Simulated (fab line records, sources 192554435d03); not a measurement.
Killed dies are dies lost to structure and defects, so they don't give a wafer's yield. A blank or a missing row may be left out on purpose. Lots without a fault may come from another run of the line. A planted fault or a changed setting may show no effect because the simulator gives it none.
One fault seen from 3 desks | flow n5_finfet | each desk has only its own numbers; what lay behind them comes last

THE TOOL OWNER'S DESK: litho_track-03
The tool's own readings at N5_SD_EPI_N_PEB_07 (peb time 60 s): means of the sampled wafers that have a number, for each lot that ran on this tool. A lot is out of limits, marked OUT, if its mean lies more than 4 standard deviations from the usual mean; the brackets give that distance.
Columns: A = plate_temp_C at N5_SD_EPI_N_PEB_07, usual 109.98 C
lot  | first seen here | A
L460 | day 3 00:15     | 110.11
L467 | day 4 19:30     | 110.76 (+6.0) OUT
L471 | day 5 18:49     | 110.62 (+5.0) OUT
L479 | day 7 22:02     | 109.88
This desk's finding: out of limits on L467, L471; first on L467, day 4 19:30 (plate_temp_C at N5_SD_EPI_N_PEB_07). In limits: L460, L479.

THE DEFECT DESK
What the inspections along the route counted, lot by lot: means of the sampled wafers that have a number. A lot is out of limits, marked OUT, if its mean lies more than 4 standard deviations from the usual mean; the brackets give that distance.
Columns: A = raw_defect_count at N5_DUMMY_GATE_INSPECT_27, usual 315; B = raw_defect_count at N5_SPACER0_INSPECT_04, usual 138; C = raw_defect_count at N5_SD_EPI_N_INSPECT_11, usual 2.1
lot  | first seen here | A   | B   | C
L460 | day 2 22:32     | 286 | 144 | 3.7
L462 | day 3 13:33     | 301 | 106 | 2.0
L467 | day 4 16:38     | 335 | 150 | 3.0
L471 | day 5 17:53     | 256 | 134 | 1.0
L479 | day 7 21:10     | 248 | 104 | 1.7
L480 | day 8 01:56     | 353 | 149 | 4.0
This desk's finding: nothing out of limits on any of the 6 lots.

THE METROLOGY DESK
What the gauges read, lot by lot, whatever tool the lot ran on: means of the sampled wafers that have a number. A lot is out of limits, marked OUT, if its mean lies more than 4 standard deviations from the usual mean; the brackets give that distance. Of its 12 readings 7 are shown: those that lie furthest out on some lot.
Columns: A = cd_nm at N5_SD_EPI_N_CD_MEAS_09, usual 119.9 nm; B = SD_N_BLK_OVL at N5_SD_EPI_N_OVL_MEAS_10, usual 0.3 nm; C = DIBL_P at N5_BEOL_M4_RC_MEAS_101, usual 36 mV/V; D = IOFF_P at N5_BEOL_M4_RC_MEAS_101, usual 0.20 nA/um; E = SS_N at N5_BEOL_M4_RC_MEAS_101, usual 71.6 mV/dec; F = VT_N at N5_BEOL_M4_RC_MEAS_101, usual 251 mV; G = VT_P at N5_BEOL_M4_RC_MEAS_101, usual -252 mV
lot  | first seen here | A     | B    | C  | D    | E    | F   | G
L460 | day 3 00:19     | 121.5 | 0.3  | 38 | 0.23 | 72.0 | 249 | -250
L462 | day 3 14:37     | 118.8 | 0.5  | 34 | 0.20 | 71.8 | 252 | -253
L467 | day 4 19:34     | 123.2 | 0.9  | 36 | 0.20 | 71.4 | 250 | -250
L471 | day 5 18:53     | 122.6 | -0.3 | 32 | 0.14 | 71.3 | 256 | -258
L479 | day 7 22:07     | 121.1 | -1.0 | 32 | 0.16 | 70.3 | 254 | -252
L480 | day 8 03:08     | 119.1 | -0.0 | 34 | 0.21 | 71.7 | 250 | -248
This desk's finding: nothing out of limits on any of the 6 lots.

PUT TOGETHER
The tool owner's desk could have raised an alarm at day 4 19:30, on L467, L471.
The defect desk saw nothing out of limits.
The metrology desk saw nothing out of limits.
The defect desk has L467, L471 on record, within its limits.
The metrology desk has L467, L471 on record, within its limits.
Of the lots named, all ran N5_SD_EPI_N_PEB_07 on litho_track-03.

WHAT THE SIMULATOR HAD PUT IN
Process parameter drift: litho_track-03, from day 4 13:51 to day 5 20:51, at N5_SD_EPI_N_PEB_07. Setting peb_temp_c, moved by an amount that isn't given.
Lots struck among those shown: L467, L471.
Hours from the fault's start to each desk's first reading out of limits: the tool owner's desk, 6.
